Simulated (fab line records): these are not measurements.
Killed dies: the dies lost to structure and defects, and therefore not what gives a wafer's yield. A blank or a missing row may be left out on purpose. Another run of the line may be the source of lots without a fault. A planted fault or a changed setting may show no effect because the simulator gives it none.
Comparing a struck lot with a sound one :: flow nand harc :: 15 steps out of a route of 1302
Sound: the wafers L424.2, L424.3, L424.4. Wafers L425.2, L425.3, L425.5 were the ones struck. The cause is named last.
Each step with rows lists, per side, the tool, then ch with its chambers, then its first start. Under that, the readings that differ: sound wafers :: struck wafers :: difference of the means :: sigmas: that difference in standard deviations of wafers without a fault.
alike: a reading whose means differ by less than 2 such deviations, as well as words and numbers matching on both sides. not compared: withheld readings; readings where some wafer has no value; bounds like >300 that might hide an equal value; numbers whose values overlap and for which the record gives no deviation.
A row with sigmas, a row that says differs or no value, or rows on one side alone: a step with any of these is where the two part. Numbers that have no deviation but don't overlap get no sigmas and don't part them. Lack of a reading on every wafer of one side parts them only where that side has two or more wafers.

NHARC_A_ZERO_WELL_DESCUM_12: chemistry O2, time 3 s.
  sound on rie diel-05 ch 1,2,3, day 8 06:25; struck on rie diel-12 ch 0,1,3, day 8 10:03
  alike: drypump motor current A, o2 flow sccm, oes product au, rf vpp V, showerhead plenum p Torr, throttle valve pct
  not compared: rf hours counter h
NHARC_A_ZERO_WELL_ETCH_19: etches the open film in N2/H2, target depth 80 nm, overetch 24 nm, time 87.88 s.
  sound on rie diel-05 ch 0,1,2, day 8 06:29; struck on rie diel-12 ch 1,2, day 8 10:08
  alike: drypump motor current A, oes product au, rf vpp V, showerhead plenum p Torr, throttle valve pct
  not compared: rf hours counter h
NHARC_A_ZERO_WELL_ETCH_13: etches the open film in HBr/Cl2, target depth 120 nm, time 40.1 s.
  sound on rie si-01 ch 0,1,3, day 8 06:37; struck on rie si-06 ch 0,1,2, day 8 10:17
  alike: drypump motor current A, oes product au, throttle valve pct
  not compared: rf hours counter h
then, 4 steps without rows for these wafers: NHARC_A_ZERO_WELL_STRIP_14 (strips in SPM, time 900 s); NHARC_A_ZERO_WELL_IMPLANT_15; NHARC_A_ZERO_WELL_PRECLEAN_22 (cleans in SC1, time 60 s); NHARC_A_ZERO_WELL_SRD_23.
NHARC_A_ZERO_WELL_RTA_16: time 10 s.
  sound on rtp anneal-01 ch 0, day 8 07:33; struck on rtp anneal-02 ch 0, day 8 11:11
reading: lamp power pct (%)
sound: 32.2 32.2 32.2
struck: 31.0 31.1 31.0
difference: -1.2
sigmas: -2
  alike: wafer_temp_C_max
NHARC_A_ZERO_WELL_INSPECT_17:
  sound: defect inspect-02 at day 8 07:43; struck: defect inspect-02 at day 8 11:21
reading: raw defect count
sound: 23 18 20
struck: 2 3 11
difference: -15
sigmas: -3
then, 2 steps without rows for these wafers: NHARC_A_SOURCE_PLATE_PRECLEAN_00 (cleans in HF-LAST, time 60 s); NHARC_A_SOURCE_PLATE_SRD_01.
NHARC_A_SOURCE_PLATE_OXIDE_02: material SiO2, target thk 10 nm, ox time 1362 s.
  sound on furnace-04 ch 0, day 8 13:07; struck on furnace-04 ch 0, day 8 17:28
  alike: spike tc lower C
NHARC_A_SOURCE_PLATE_THK_MEAS_09: measures by ellipsometry.
  sound: film metro-01 at day 8 17:10; struck: film metro-01 at day 8 21:50
reading: thk nm (nm)
sound: 8.9 9.2 8.1
struck: 14.8 15.2 14.6
difference: +6.1
sigmas: +6
then, 2 steps without rows for these wafers: NHARC_A_SOURCE_PLATE_PVD_04 (deposits WSi2, target thk 50 nm); NHARC_END_SORT_01.

== WHERE THEY PART ==
At NHARC_A_ZERO_WELL_RTA_16 first; at NHARC_A_SOURCE_PLATE_THK_MEAS_09 last (within this record only).

WHY: what had been put in by the simulator
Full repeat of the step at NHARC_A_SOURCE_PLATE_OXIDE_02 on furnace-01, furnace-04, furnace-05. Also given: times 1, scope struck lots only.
